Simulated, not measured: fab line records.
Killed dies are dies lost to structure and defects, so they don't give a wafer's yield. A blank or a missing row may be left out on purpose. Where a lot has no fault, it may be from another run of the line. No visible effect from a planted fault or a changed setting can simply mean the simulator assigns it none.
Which tool was responsible? | flow n5-finfet | 6 lots, 18 wafers sampled, at 2 steps of a route of 1938

## WHAT EACH GAUGE READ, for each wafer
N5_BEOL_M12_CD_MEAS_17: target cd 140 nm.
lot  | measured     | on        | cd-nm (nm)
L957 | day 10 13:49 | cd-sem-02 | 141.0 138.2 138.1
L958 | day 11 07:22 | cd-sem-02 | 145.2 141.7 140.2
L963 | day 12 01:37 | cd-sem-01 | 143.0 141.3 141.9
L972 | day 14 20:33 | cd-sem-03 | 141.2 142.7 141.9
L977 | day 15 16:55 | cd-sem-01 | 139.2 141.8 138.9
L979 | day 16 09:13 | cd-sem-02 | 141.9 138.0 139.2

## WHAT TOOL EACH LOT RAN ON (gives the tool, then ch and the chambers of the sampled wafers, and finally the start)
lot  | N5_BEOL_M11_SPUTTER_48
L957 | pvd-sputter-01, day 10 10:05
L958 | pvd-sputter-02, day 11 05:13
L963 | pvd-sputter-01, day 11 22:24
L972 | pvd-sputter-03, day 14 18:01
L977 | pvd-sputter-02, day 15 14:54
L979 | pvd-sputter-02, day 16 06:59
- N5_BEOL_M11_SPUTTER_48: material Cu, target thk 12 nm, time 2 s.

## THE ANSWER, worked out from the rows above alone
Rule: the lots themselves supply what counts as usual. Put in order of their means at a reading, lots are off if they are a third of the lots or fewer, leave a main group of 4 or more, and stand apart from it by a gap of 3 or more times the standard deviation of the main group's means; of several such gaps the widest counts. The tables above print the reading to a certain number of digits; a main group whose means all agree to those digits is not used. A lot without any number at a reading at which 4 lots or more have one is off too. The other lots that the step has rows for count as sound.
No lot is off at any reading shown: from this, nothing can be told.

## WHAT THE SIMULATOR HAD INSERTED
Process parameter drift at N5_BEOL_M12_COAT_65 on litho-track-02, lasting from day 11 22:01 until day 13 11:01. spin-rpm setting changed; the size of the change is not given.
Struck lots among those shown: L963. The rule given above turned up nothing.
